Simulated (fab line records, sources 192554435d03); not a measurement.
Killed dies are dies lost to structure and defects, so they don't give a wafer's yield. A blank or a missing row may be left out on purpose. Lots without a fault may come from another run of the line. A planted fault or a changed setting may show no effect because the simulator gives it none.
Which tool did it? | flow n5_finfet | 24 lots, 72 wafers sampled, at 4 steps of a route of 1938

WHAT THE GAUGES READ, wafer by wafer
N5_BEOL_M9_OCD_MEAS_38. Usual: trench_depth_nm 152.5 nm, standard deviation 2.2.
lot  | measured     | on     | trench_depth_nm (nm) | flag
L074 | day 9 17:35  | ocd-02 | 149.7 155.1 148.9    |
L075 | day 10 12:28 | ocd-01 | 151.8 153.3 153.2    |
L076 | day 10 13:38 | ocd-01 | 152.8 154.3 152.7    |
L079 | day 11 00:09 | ocd-02 | 151.8 149.1 151.6    |
L077 | day 11 03:06 | ocd-02 | 150.7 149.2 152.3    |
L078 | day 11 05:13 | ocd-01 | 155.9 155.9 156.1    |
L080 | day 11 11:45 | ocd-01 | 152.3 154.6 152.8    |
L081 | day 11 20:34 | ocd-02 | 149.3 153.6 149.1    |
L082 | day 12 04:22 | ocd-02 | 155.4 151.9 153.7    |
L083 | day 12 14:40 | ocd-02 | 156.3 153.6 153.4    |
L084 | day 12 21:53 | ocd-01 | 155.4 153.9 154.6    |
L086 | day 13 00:20 | ocd-01 | 153.3 156.2 152.8    |
L085 | day 13 08:25 | ocd-02 | 153.9 152.8 154.2    |
L087 | day 13 08:31 | ocd-01 | 150.0 150.6 149.9    |
L088 | day 13 08:05 | ocd-01 | 150.7 151.0 149.6    |
L090 | day 14 03:34 | ocd-02 | 149.3 150.4 151.9    |
L089 | day 14 01:13 | ocd-01 | 152.2 155.8 149.7    |
L092 | day 14 11:50 | ocd-02 | 154.7 151.8 152.7    |
L091 | day 14 12:16 | ocd-01 | 152.9 150.5 152.4    |
L093 | day 14 18:38 | ocd-02 | 156.0 155.0 153.8    |
L094 | day 14 21:45 | ocd-02 | 152.1 154.3 153.2    |
L096 | day 15 11:37 | ocd-01 | 153.0 153.8 153.8    |
L095 | day 15 13:55 | ocd-02 | 149.7 151.0 147.2    |
L097 | day 15 20:11 | ocd-01 | 152.9 155.0 153.6    |

WHICH TOOL RAN EACH LOT (tool, then ch and the chambers of the sampled wafers, then the start)
lot  | N5_BEOL_M8_DEGAS_44          | N5_BEOL_M8_ANNEAL_51             | N5_BEOL_M9_STRIP_80
L074 | pvd_sputter-03, day 9 09:59  | rtp_anneal-02 ch 0, day 9 11:01  | rie_diel-04 ch 1,2,3, day 9 17:35 or earlier
L075 | pvd_sputter-01, day 9 21:04  | rtp_anneal-02 ch 0, day 9 21:58  | rie_diel-03 ch 1,2,3, day 10 12:28 or earlier
L076 | pvd_sputter-02, day 10 05:04 | rtp_anneal-02 ch 0, day 10 07:32 | rie_diel-01 ch 0,1,3, day 10 13:38 or earlier
L079 | pvd_sputter-01, day 10 18:44 | rtp_anneal-01 ch 0, day 10 20:31 | rie_diel-03 ch 2,3, day 11 00:09 or earlier
L077 | pvd_sputter-01, day 10 21:58 | rtp_anneal-02 ch 0, day 10 23:02 | rie_diel-03 ch 1,2, day 11 03:06 or earlier
L078 | pvd_sputter-02, day 10 22:14 | rtp_anneal-01 ch 0, day 10 23:22 | rie_diel-01 ch 1,2, day 11 05:13 or earlier
L080 | pvd_sputter-02, day 11 02:56 | rtp_anneal-02 ch 0, day 11 04:01 | rie_diel-01 ch 1,3, day 11 11:45 or earlier
L081 | pvd_sputter-01, day 11 14:50 | rtp_anneal-01 ch 0, day 11 16:22 | rie_diel-04 ch 0,1,3, day 11 20:34 or earlier
L082 | pvd_sputter-02, day 11 18:56 | rtp_anneal-02 ch 0, day 11 21:19 | rie_diel-04 ch 1,2, day 12 04:22 or earlier
L083 | pvd_sputter-01, day 12 05:45 | rtp_anneal-02 ch 0, day 12 08:16 | rie_diel-01 ch 0,2,3, day 12 14:40 or earlier
L084 | pvd_sputter-02, day 12 15:26 | rtp_anneal-02 ch 0, day 12 16:44 | rie_diel-01 ch 0,2, day 12 21:53 or earlier
L086 | pvd_sputter-03, day 12 17:47 | rtp_anneal-01 ch 0, day 12 18:41 | rie_diel-01 ch 0,1,2, day 13 00:20 or earlier
L085 | pvd_sputter-01, day 13 00:55 | rtp_anneal-01 ch 0, day 13 01:56 | rie_diel-01 ch 0,1,2, day 13 08:25 or earlier
L087 | pvd_sputter-01, day 13 01:11 | rtp_anneal-01 ch 0, day 13 02:34 | rie_diel-03 ch 0,2, day 13 08:31 or earlier
L088 | pvd_sputter-02, day 13 02:13 | rtp_anneal-02 ch 0, day 13 03:14 | rie_diel-03 ch 1,2,3, day 13 08:05 or earlier
L090 | pvd_sputter-02, day 13 19:44 | rtp_anneal-02 ch 0, day 13 21:12 | rie_diel-03 ch 2,3, day 14 03:34 or earlier
L089 | pvd_sputter-02, day 13 19:49 | rtp_anneal-02 ch 0, day 13 20:48 | rie_diel-04 ch 0,1, day 14 01:13 or earlier
L092 | pvd_sputter-02, day 14 01:37 | rtp_anneal-01 ch 0, day 14 02:57 | rie_diel-04 ch 1,2,3, day 14 11:50 or earlier
L091 | pvd_sputter-02, day 14 01:44 | rtp_anneal-02 ch 0, day 14 03:17 | rie_diel-04 ch 0,2, day 14 12:16 or earlier
L093 | pvd_sputter-02, day 14 12:40 | rtp_anneal-01 ch 0, day 14 13:35 | rie_diel-01 ch 0,2, day 14 18:38 or earlier
L094 | pvd_sputter-03, day 14 15:02 | rtp_anneal-02 ch 0, day 14 16:43 | rie_diel-01 ch 0,1,3, day 14 21:45 or earlier
L096 | pvd_sputter-02, day 15 04:43 | rtp_anneal-01 ch 0, day 15 05:37 | rie_diel-01 ch 1,3, day 15 11:37 or earlier
L095 | pvd_sputter-03, day 15 05:09 | rtp_anneal-01 ch 0, day 15 07:03 | rie_diel-03 ch 0,1,3, day 15 13:55 or earlier
L097 | pvd_sputter-01, day 15 14:39 | rtp_anneal-02 ch 0, day 15 15:53 | rie_diel-01 ch 0,1,2, day 15 20:11 or earlier
- N5_BEOL_M8_DEGAS_44: time 60 s.
- N5_BEOL_M8_ANNEAL_51: time 90 s.
- N5_BEOL_M9_STRIP_80: strips in N2/H2, time 10 s.

WHAT THE TOOLS THEMSELVES READ (means of the sampled wafers that have a number; where no wafer has one, the mark that the record gives instead)
N5_BEOL_M8_DEGAS_44. Usual: heater_power_w 319 W, standard deviation 29.
lot  | tool           | heater_power_w (W) | flag
L074 | pvd_sputter-03 | 299                |
L075 | pvd_sputter-01 | 300                |
L076 | pvd_sputter-02 | 324                |
L079 | pvd_sputter-01 | 318                |
L077 | pvd_sputter-01 | 313                |
L078 | pvd_sputter-02 | 315                |
L080 | pvd_sputter-02 | 344                |
L081 | pvd_sputter-01 | 313                |
L082 | pvd_sputter-02 | 323                |
L083 | pvd_sputter-01 | 313                |
L084 | pvd_sputter-02 | 340                |
L086 | pvd_sputter-03 | 314                |
L085 | pvd_sputter-01 | 333                |
L087 | pvd_sputter-01 | 316                |
L088 | pvd_sputter-02 | 298                |
L090 | pvd_sputter-02 | 310                |
L089 | pvd_sputter-02 | 329                |
L092 | pvd_sputter-02 | 317                |
L091 | pvd_sputter-02 | 330                |
L093 | pvd_sputter-02 | 313                |
L094 | pvd_sputter-03 | 297                |
L096 | pvd_sputter-02 | 302                |
L095 | pvd_sputter-03 | 302                |
L097 | pvd_sputter-01 | 332                |

N5_BEOL_M8_ANNEAL_51. Usual: anneal_temp_c 224.96 C, standard deviation 0.18; wafer_temp_C_max 226.29, standard deviation 0.29.
lot  | tool          | anneal_temp_c (C) | wafer_temp_C_max | flag
L074 | rtp_anneal-02 | 225.30            | 226.22           |
L075 | rtp_anneal-02 | 225.12            | 226.28           |
L076 | rtp_anneal-02 | 225.04            | 226.68           |
L079 | rtp_anneal-01 | 224.85            | 226.14           |
L077 | rtp_anneal-02 | 225.05            | 226.24           |
L078 | rtp_anneal-01 | 225.01            | 226.16           |
L080 | rtp_anneal-02 | 224.82            | 226.40           |
L081 | rtp_anneal-01 | 225.08            | 226.14           |
L082 | rtp_anneal-02 | 224.93            | 226.06           |
L083 | rtp_anneal-02 | 224.99            | 226.29           |
L084 | rtp_anneal-02 | 224.84            | 226.42           |
L086 | rtp_anneal-01 | 224.93            | 226.13           |
L085 | rtp_anneal-01 | 224.90            | 225.98           |
L087 | rtp_anneal-01 | 225.16            | 226.12           |
L088 | rtp_anneal-02 | 225.02            | 226.39           |
L090 | rtp_anneal-02 | 224.94            | 226.59           |
L089 | rtp_anneal-02 | 224.69            | 226.42           |
L092 | rtp_anneal-01 | 224.85            | 226.42           |
L091 | rtp_anneal-02 | 224.96            | 226.13           |
L093 | rtp_anneal-01 | 224.87            | 226.39           |
L094 | rtp_anneal-02 | 224.77            | 226.77           |
L096 | rtp_anneal-01 | 224.75            | 226.43           |
L095 | rtp_anneal-01 | 225.04            | 226.31           |
L097 | rtp_anneal-02 | 224.99            | 226.12           |

N5_BEOL_M9_STRIP_80. Usual: drypump_motor_current_A 5.9 A, standard deviation 0.63; n2_flow_sccm 200.0 sccm, standard deviation 0.61; oes_product_au 0.82 a.u., standard deviation 0.093; rf_vpp_V 59.1 V, standard deviation 0.99; showerhead_plenum_p_Torr 2.56 Torr, standard deviation 0.096; temp_c 40.00 C, standard deviation 0.1; throttle_valve_pct 23.58 %, standard deviation 0.26.
lot  | tool        | drypump_motor_current_A (A) | n2_flow_sccm (sccm) | oes_product_au (a.u.) | rf_vpp_V (V) | showerhead_plenum_p_Torr (Torr) | temp_c (C) | throttle_valve_pct (%) | flag
L074 | rie_diel-04 | 6.1                         | 200.4               | 0.77                  | 58.9         | 2.49                            | 40.02      | 23.49                  |
L075 | rie_diel-03 | 6.0                         | 200.1               | 0.77                  | 59.7         | 2.62                            | 39.99      | 23.64                  |
L076 | rie_diel-01 | 5.6                         | 199.9               | 0.87                  | 60.2         | 2.58                            | 40.07      | 23.44                  |
L079 | rie_diel-03 | 6.2                         | 199.7               | 0.82                  | 60.3         | 2.63                            | 40.02      | 23.54                  |
L077 | rie_diel-03 | 5.7                         | 199.8               | 0.72                  | 59.1         | 2.55                            | 40.12      | 23.91                  |
L078 | rie_diel-01 | 5.3                         | 200.0               | 0.93                  | 58.7         | 2.56                            | 39.97      | 23.68                  |
L080 | rie_diel-01 | 5.2                         | 200.5               | 0.85                  | 58.7         | 2.55                            | 40.02      | 23.58                  |
L081 | rie_diel-04 | 5.8                         | 200.6               | 0.76                  | 58.8         | 2.54                            | 40.01      | 23.55                  |
L082 | rie_diel-04 | 5.7                         | 200.0               | 0.92                  | 58.8         | 2.55                            | 40.02      | 23.50                  |
L083 | rie_diel-01 | 6.2                         | 199.7               | 0.85                  | 59.2         | 2.54                            | 40.06      | 23.51                  |
L084 | rie_diel-01 | 6.3                         | 200.3               | 0.89                  | 58.5         | 2.55                            | 40.05      | 23.60                  |
L086 | rie_diel-01 | 5.7                         | 199.8               | 0.89                  | 58.8         | 2.58                            | 39.96      | 23.56                  |
L085 | rie_diel-01 | 5.7                         | 199.8               | 0.88                  | 58.7         | 2.58                            | 39.88      | 23.57                  |
L087 | rie_diel-03 | 5.3                         | 199.6               | 0.71                  | 59.2         | 2.44                            | 39.93      | 23.63                  |
L088 | rie_diel-03 | 6.0                         | 199.8               | 0.75                  | 59.8         | 2.61                            | 40.09      | 23.68                  |
L090 | rie_diel-03 | 5.8                         | 200.8               | 0.75                  | 59.5         | 2.56                            | 39.93      | 23.83                  |
L089 | rie_diel-04 | 5.4                         | 200.5               | 0.77                  | 58.7         | 2.61                            | 40.03      | 23.82                  |
L092 | rie_diel-04 | 6.1                         | 199.7               | 0.93                  | 58.7         | 2.59                            | 40.02      | 23.34                  |
L091 | rie_diel-04 | 5.8                         | 200.1               | 0.86                  | 58.6         | 2.53                            | 39.94      | 23.69                  |
L093 | rie_diel-01 | 6.4                         | 200.6               | 0.87                  | 59.5         | 2.55                            | 40.12      | 23.61                  |
L094 | rie_diel-01 | 5.6                         | 199.4               | 0.82                  | 60.0         | 2.57                            | 39.98      | 23.49                  |
L096 | rie_diel-01 | 5.2                         | 200.7               | 0.82                  | 58.9         | 2.54                            | 40.01      | 23.62                  |
L095 | rie_diel-03 | 5.9                         | 199.9               | 0.75                  | 58.5         | 2.57                            | 39.96      | 23.47                  |
L097 | rie_diel-01 | 5.7                         | 199.5               | 0.86                  | 59.3         | 2.58                            | 40.17      | 23.61                  |

THE ANSWER, worked out from the rows above alone
Rule: a lot is off if the mean of its wafers that have a number lies more than 3 standard deviations from the usual mean. A lot without any number at a reading at which 4 lots or more have one is off too. The other lots that the step has rows for count as sound. The gauges are gone through in route order, then the tools' own readings, and for those a lot's mean is taken as printed above. The first step at which some lot is off is used, and at that step the reading that is off furthest; a lot without a number counts as furthest.
No lot is off at any reading shown: from this, nothing can be told.

WHAT THE SIMULATOR HAD PUT IN
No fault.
